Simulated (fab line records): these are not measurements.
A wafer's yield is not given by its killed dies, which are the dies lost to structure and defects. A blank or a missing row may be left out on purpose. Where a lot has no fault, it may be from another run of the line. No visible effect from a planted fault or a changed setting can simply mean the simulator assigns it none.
Which of the tools did it? / flow nand harc / Sampling: 13 lots, 39 wafers, 5 of 1302 route steps

== WHAT EACH GAUGE READ, for each wafer ==
NHARC_A_STAIRCASE_INSPECT_155. Usual: 452 for raw defect count, sd 130.
lot=L578; measured=day 19 15:23; on=defect inspect-02; raw defect count=427 578 454; flag=
lot=L577; measured=day 19 21:13; on=defect inspect-01; raw defect count=461 647 624; flag=
lot=L579; measured=day 20 00:43; on=defect inspect-02; raw defect count=343 262 292; flag=
lot=L580; measured=day 20 10:20; on=defect inspect-02; raw defect count=640 380 348; flag=
lot=L584; measured=day 21 15:41; on=defect inspect-01; raw defect count=509 398 573; flag=
lot=L583; measured=day 21 15:48; on=defect inspect-02; raw defect count=322 479 318; flag=
lot=L585; measured=day 22 12:14; on=defect inspect-02; raw defect count=738 385 615; flag=
lot=L594; measured=day 26 11:49; on=defect inspect-02; raw defect count=376 421 326; flag=
lot=L595; measured=day 26 12:25; on=defect inspect-01; raw defect count=617 557 473; flag=
lot=L597; measured=day 27 12:09; on=defect inspect-01; raw defect count=718 547 550; flag=
lot=L598; measured=day 27 11:37; on=defect inspect-01; raw defect count=407 402 475; flag=
lot=L599; measured=day 27 11:33; on=defect inspect-02; raw defect count=501 409 356; flag=
lot=L600; measured=day 28 05:44; on=defect inspect-02; raw defect count=520 357 467; flag=

NHARC_END_SORT_01. Usual: killed at array 54, standard deviation 12; killed at other 0.7, standard deviation 1.1; killed at periphery 3.9, standard deviation 2.8; killed dies 59, standard deviation 13; killed open 3.4, standard deviation 2; killed short 2.5, standard deviation 1.7.
lot=L579; measured=day 25 09:55; on=prober-01; killed at array=55 53 60; killed at other=0 0 0; killed at periphery=10 15 13; killed dies=65 68 73; killed open=2 1 3; killed short=3 2 3; flag=OFF
lot=L584; measured=day 26 22:44; on=prober-01; killed at array=84 63 78; killed at other=0 2 2; killed at periphery=3 4 6; killed dies=87 69 86; killed open=4 2 2; killed short=1 1 4; flag=
lot=L583; measured=day 26 23:28; on=prober-02; killed at array=674 672 674; killed at other=1 0 2; killed at periphery=2 5 1; killed dies=677 677 677; killed open=4 4 3; killed short=4 2 2; flag=OFF
lot=L585; measured=day 27 15:32; on=prober-02; killed at array=672 668 675; killed at other=0 1 0; killed at periphery=5 8 2; killed dies=677 677 677; killed open=5 4 2; killed short=0 5 0; flag=OFF
lot=L594; measured=day 31 16:37; on=prober-02; killed at array=68 61 58; killed at other=0 1 0; killed at periphery=2 4 2; killed dies=70 66 60; killed open=5 3 3; killed short=5 3 2; flag=
lot=L595; measured=day 31 11:34; on=prober-01; killed at array=44 37 47; killed at other=2 0 1; killed at periphery=4 2 4; killed dies=50 39 52; killed open=2 2 5; killed short=3 1 7; flag=
lot=L598; measured=day 32 18:14; on=prober-01; killed at array=49 38 43; killed at other=0 2 4; killed at periphery=3 3 6; killed dies=52 43 53; killed open=5 2 4; killed short=2 3 1; flag=
lot=L599; measured=day 33 02:56; on=prober-01; killed at array=49 49 46; killed at other=1 1 0; killed at periphery=2 3 0; killed dies=52 53 46; killed open=2 8 2; killed short=3 3 0; flag=

== WHICH TOOL RAN EACH LOT (tool, then ch and the chambers of the sampled wafers, then the start) ==
lot=L578; NHARC_A_STAIRCASE_DEP_322=pecvd-03 ch 1,2, day 18 15:08; NHARC_A_STAIRCASE_CMP_152=cmp-03 ch 0,3, day 19 13:35; NHARC_A_STAIRCASE_ETCHBACK_157=rie diel-11 ch 0,2,3, day 19 14:26
lot=L577; NHARC_A_STAIRCASE_DEP_322=pecvd-02 ch 0,1, day 18 15:10; NHARC_A_STAIRCASE_CMP_152=cmp-01 ch 1,2,3, day 19 19:30; NHARC_A_STAIRCASE_ETCHBACK_157=rie diel-06 ch 0,1,2, day 19 20:19
lot=L579; NHARC_A_STAIRCASE_DEP_322=pecvd-03 ch 1,2, day 18 22:16; NHARC_A_STAIRCASE_CMP_152=cmp-02 ch 0,2, day 19 22:58; NHARC_A_STAIRCASE_ETCHBACK_157=rie diel-11 ch 0,3, day 19 23:49
lot=L580; NHARC_A_STAIRCASE_DEP_322=pecvd-01 ch 0,1,2, day 19 09:13; NHARC_A_STAIRCASE_CMP_152=cmp-01 ch 0,2,3, day 20 08:38; NHARC_A_STAIRCASE_ETCHBACK_157=rie diel-11 ch 1,2,3, day 20 09:27
lot=L584; NHARC_A_STAIRCASE_DEP_322=pecvd-02 ch 0,2, day 20 14:01; NHARC_A_STAIRCASE_CMP_152=cmp-03 ch 0,1,3, day 21 13:58; NHARC_A_STAIRCASE_ETCHBACK_157=rie diel-01 ch 2,3, day 21 14:47
lot=L583; NHARC_A_STAIRCASE_DEP_322=pecvd-03 ch 1,2, day 20 14:01; NHARC_A_STAIRCASE_CMP_152=cmp-02 ch 1,2, day 21 14:05; NHARC_A_STAIRCASE_ETCHBACK_157=rie diel-11 ch 0,1, day 21 14:55
lot=L585; NHARC_A_STAIRCASE_DEP_322=pecvd-02 ch 0,1,2, day 21 10:44; NHARC_A_STAIRCASE_CMP_152=cmp-02 ch 0,2, day 22 10:32; NHARC_A_STAIRCASE_ETCHBACK_157=rie diel-11 ch 0,1, day 22 11:20
lot=L594; NHARC_A_STAIRCASE_DEP_322=pecvd-03 ch 1,2, day 25 09:37; NHARC_A_STAIRCASE_CMP_152=cmp-03 ch 0,1,2, day 26 10:06; NHARC_A_STAIRCASE_ETCHBACK_157=rie diel-06 ch 0,2,3, day 26 10:58
lot=L595; NHARC_A_STAIRCASE_DEP_322=pecvd-01 ch 1,2, day 25 15:11; NHARC_A_STAIRCASE_CMP_152=cmp-02 ch 2,3, day 26 10:40; NHARC_A_STAIRCASE_ETCHBACK_157=rie diel-06 ch 1,3, day 26 11:32
lot=L597; NHARC_A_STAIRCASE_DEP_322=pecvd-03 ch 0,1,2, day 26 12:41; NHARC_A_STAIRCASE_CMP_152=cmp-03 ch 0,1,3, day 27 10:22; NHARC_A_STAIRCASE_ETCHBACK_157=rie diel-06 ch 1,2,3, day 27 11:11
lot=L598; NHARC_A_STAIRCASE_DEP_322=pecvd-01 ch 0,1,2, day 26 12:41; NHARC_A_STAIRCASE_CMP_152=cmp-02 ch 0,3, day 27 09:49; NHARC_A_STAIRCASE_ETCHBACK_157=rie diel-06 ch 0,2,3, day 27 10:38
lot=L599; NHARC_A_STAIRCASE_DEP_322=pecvd-02 ch 1,2, day 26 12:53; NHARC_A_STAIRCASE_CMP_152=cmp-01 ch 0,1, day 27 09:51; NHARC_A_STAIRCASE_ETCHBACK_157=rie diel-11 ch 1,2,3, day 27 10:43
lot=L600; NHARC_A_STAIRCASE_DEP_322=pecvd-02 ch 0,2, day 27 05:28; NHARC_A_STAIRCASE_CMP_152=cmp-01 ch 0,1,3, day 28 03:58; NHARC_A_STAIRCASE_ETCHBACK_157=rie diel-11 ch 0,1,2, day 28 04:50
- NHARC_A_STAIRCASE_DEP_322: deposits SiO2, target thk 7200 nm.
- NHARC_A_STAIRCASE_CMP_152: polishes.
- NHARC_A_STAIRCASE_ETCHBACK_157: etches the open film in CH3F/O2, target depth 90 nm, time 167.14 s.

== AS READ BY THE TOOLS THEMSELVES (means over the sampled wafers that have a number; for cases with no such wafer, the mark the record gives instead) ==
NHARC_A_STAIRCASE_DEP_322. Usual: heater power outer w 378 W, standard deviation 73; heater power w 638 W, standard deviation 100.
lot=L578; tool=pecvd-03; heater power outer w (W)=388; heater power w (W)=618; flag=
lot=L577; tool=pecvd-02; heater power outer w (W)=367; heater power w (W)=644; flag=
lot=L579; tool=pecvd-03; heater power outer w (W)=427; heater power w (W)=717; flag=
lot=L580; tool=pecvd-01; heater power outer w (W)=419; heater power w (W)=706; flag=
lot=L584; tool=pecvd-02; heater power outer w (W)=356; heater power w (W)=610; flag=
lot=L583; tool=pecvd-03; heater power outer w (W)=390; heater power w (W)=645; flag=
lot=L585; tool=pecvd-02; heater power outer w (W)=372; heater power w (W)=634; flag=
lot=L594; tool=pecvd-03; heater power outer w (W)=415; heater power w (W)=680; flag=
lot=L595; tool=pecvd-01; heater power outer w (W)=438; heater power w (W)=741; flag=
lot=L597; tool=pecvd-03; heater power outer w (W)=386; heater power w (W)=645; flag=
lot=L598; tool=pecvd-01; heater power outer w (W)=447; heater power w (W)=735; flag=
lot=L599; tool=pecvd-02; heater power outer w (W)=386; heater power w (W)=649; flag=
lot=L600; tool=pecvd-02; heater power outer w (W)=329; heater power w (W)=578; flag=

NHARC_A_STAIRCASE_CMP_152. Usual: edge zone pressure frac 1.000, standard deviation 0.0049; motor current A 12.6 A, standard deviation 1.2.
lot=L578; tool=cmp-03; edge zone pressure frac=1.002; motor current A (A)=12.0; flag=
lot=L577; tool=cmp-01; edge zone pressure frac=0.997; motor current A (A)=12.8; flag=
lot=L579; tool=cmp-02; edge zone pressure frac=0.998; motor current A (A)=13.3; flag=
lot=L580; tool=cmp-01; edge zone pressure frac=1.000; motor current A (A)=11.4; flag=
lot=L584; tool=cmp-03; edge zone pressure frac=1.000; motor current A (A)=12.3; flag=
lot=L583; tool=cmp-02; edge zone pressure frac=-; motor current A (A)=-; flag=OFF
lot=L585; tool=cmp-02; edge zone pressure frac=-; motor current A (A)=-; flag=OFF
lot=L594; tool=cmp-03; edge zone pressure frac=1.001; motor current A (A)=13.1; flag=
lot=L595; tool=cmp-02; edge zone pressure frac=0.996; motor current A (A)=13.9; flag=
lot=L597; tool=cmp-03; edge zone pressure frac=1.001; motor current A (A)=12.7; flag=
lot=L598; tool=cmp-02; edge zone pressure frac=1.007; motor current A (A)=13.6; flag=
lot=L599; tool=cmp-01; edge zone pressure frac=1.001; motor current A (A)=12.7; flag=
lot=L600; tool=cmp-01; edge zone pressure frac=1.000; motor current A (A)=12.7; flag=

NHARC_A_STAIRCASE_ETCHBACK_157. Usual: drypump motor current A 5.6 A, standard deviation 0.51; oes product au 0.97 a.u., standard deviation 0.035; rf vpp V 244.7 V, standard deviation 1.9; showerhead plenum p Torr 2.49 Torr, standard deviation 0.12; throttle valve pct 20.661 %, standard deviation 0.0085.
lot=L578; tool=rie diel-11; drypump motor current A (A)=5.4; oes product au (a.u.)=1.01; rf vpp V (V)=243.5; showerhead plenum p Torr (Torr)=2.42; throttle valve pct (%)=20.661; flag=
lot=L577; tool=rie diel-06; drypump motor current A (A)=5.7; oes product au (a.u.)=1.01; rf vpp V (V)=243.2; showerhead plenum p Torr (Torr)=2.33; throttle valve pct (%)=20.662; flag=
lot=L579; tool=rie diel-11; drypump motor current A (A)=5.2; oes product au (a.u.)=1.02; rf vpp V (V)=244.1; showerhead plenum p Torr (Torr)=2.41; throttle valve pct (%)=20.659; flag=
lot=L580; tool=rie diel-11; drypump motor current A (A)=5.4; oes product au (a.u.)=0.99; rf vpp V (V)=245.1; showerhead plenum p Torr (Torr)=2.50; throttle valve pct (%)=20.663; flag=
lot=L584; tool=rie diel-01; drypump motor current A (A)=6.0; oes product au (a.u.)=0.92; rf vpp V (V)=244.2; showerhead plenum p Torr (Torr)=2.48; throttle valve pct (%)=20.653; flag=
lot=L583; tool=rie diel-11; drypump motor current A (A)=4.8; oes product au (a.u.)=0.93; rf vpp V (V)=244.3; showerhead plenum p Torr (Torr)=2.48; throttle valve pct (%)=20.648; flag=
lot=L585; tool=rie diel-11; drypump motor current A (A)=4.8; oes product au (a.u.)=0.98; rf vpp V (V)=245.4; showerhead plenum p Torr (Torr)=2.57; throttle valve pct (%)=20.671; flag=
lot=L594; tool=rie diel-06; drypump motor current A (A)=5.7; oes product au (a.u.)=1.00; rf vpp V (V)=243.9; showerhead plenum p Torr (Torr)=2.44; throttle valve pct (%)=20.661; flag=
lot=L595; tool=rie diel-06; drypump motor current A (A)=5.9; oes product au (a.u.)=0.94; rf vpp V (V)=247.1; showerhead plenum p Torr (Torr)=2.65; throttle valve pct (%)=20.665; flag=
lot=L597; tool=rie diel-06; drypump motor current A (A)=5.7; oes product au (a.u.)=1.01; rf vpp V (V)=245.3; showerhead plenum p Torr (Torr)=2.56; throttle valve pct (%)=20.667; flag=
lot=L598; tool=rie diel-06; drypump motor current A (A)=5.7; oes product au (a.u.)=0.96; rf vpp V (V)=243.8; showerhead plenum p Torr (Torr)=2.44; throttle valve pct (%)=20.662; flag=
lot=L599; tool=rie diel-11; drypump motor current A (A)=5.5; oes product au (a.u.)=1.01; rf vpp V (V)=245.6; showerhead plenum p Torr (Torr)=2.48; throttle valve pct (%)=20.661; flag=
lot=L600; tool=rie diel-11; drypump motor current A (A)=5.2; oes product au (a.u.)=1.01; rf vpp V (V)=244.5; showerhead plenum p Torr (Torr)=2.48; throttle valve pct (%)=20.657; flag=

== THE ANSWER, worked out from the rows above alone ==
Rule: a lot counts as off when the mean over its wafers that have a number is more than 3 standard deviations away from the usual mean. A lot without any number at a reading at which 4 lots or more have one is off too. Any other lot the step has rows for is counted as sound. The gauges are gone through in route order, then the tools' own readings, and for those a lot's mean is taken as printed above. At the first step where some lot is off, the reading lying furthest off is the one used; lots without a number count as furthest.
Off, at NHARC_END_SORT_01 on killed at array: L583, L585. Neither off nor sound, because the step has no rows for them: L578, L577, L580, L597, L600.
If a tool, at a process step before that reading, ran all the lots that are off and no sound lot after the first of them, it fits. The gauges at NHARC_END_SORT_01 aren't tried: what is off there is off at NHARC_A_STAIRCASE_CMP_152 too, on other tools, and a gauge's error can't cause that. Of those tried, none fits.

== WHAT THE SIMULATOR PUT IN ==
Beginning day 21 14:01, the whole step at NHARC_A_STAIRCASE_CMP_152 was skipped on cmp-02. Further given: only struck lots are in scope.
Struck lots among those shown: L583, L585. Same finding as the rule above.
